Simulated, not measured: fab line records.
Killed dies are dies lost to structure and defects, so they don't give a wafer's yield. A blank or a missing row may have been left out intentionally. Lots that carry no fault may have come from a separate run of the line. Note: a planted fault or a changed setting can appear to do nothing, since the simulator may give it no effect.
Which tool did it? | flow n5Finfet | at 1 step of a route of 1938, 11 lots with 33 wafers sampled

## WHAT EACH GAUGE READ, for each wafer
N5_SDB_THK_MEAS_31.
lot  | measured    | on           | SDB_THK (nm)
L075 | day 4 04:07 | filmMetro-02 | 64.6 64.4 64.5
L077 | day 4 14:28 | filmMetro-01 | 64.2 64.8 63.7
L079 | day 5 09:05 | filmMetro-01 | 65.4 63.3 65.1
L081 | day 5 21:00 | filmMetro-01 | 63.8 65.8 63.3
L083 | day 6 03:44 | filmMetro-01 | 63.0 63.4 62.6
L085 | day 6 16:26 | filmMetro-02 | 63.3 63.0 63.5
L087 | day 7 04:18 | filmMetro-02 | 63.8 65.0 63.8
L090 | day 7 22:20 | filmMetro-01 | 62.2 62.9 64.0
L092 | day 8 11:15 | filmMetro-01 | 65.4 64.7 64.4
L094 | day 8 23:04 | filmMetro-01 | 65.3 64.3 64.9
L096 | day 9 11:33 | filmMetro-02 | 62.0 61.9 63.7

## WHICH TOOL RAN EACH LOT (tool, then ch and the chambers of the sampled wafers, then the start)
There is no process step in the record ahead of these readings.

## THE ANSWER, worked out from the rows above alone
Rule: the lots themselves supply what counts as usual. The widest of any qualifying gaps counts: lots, ordered by their means at a reading, are off when they make up no more than a third of the lots, leave a main group of 4 or more, and stand apart from it by 3 or more times the standard deviation of that group's means. Not used: any main group whose means are identical at the precision the tables above print for the reading. A lot without any number at a reading at which 4 lots or more have one is off too. Any other lot the step has rows for is counted as sound.
None of the lots is off at any reading shown; this tells nothing.

## WHAT HAD BEEN PUT IN BY THE SIMULATOR
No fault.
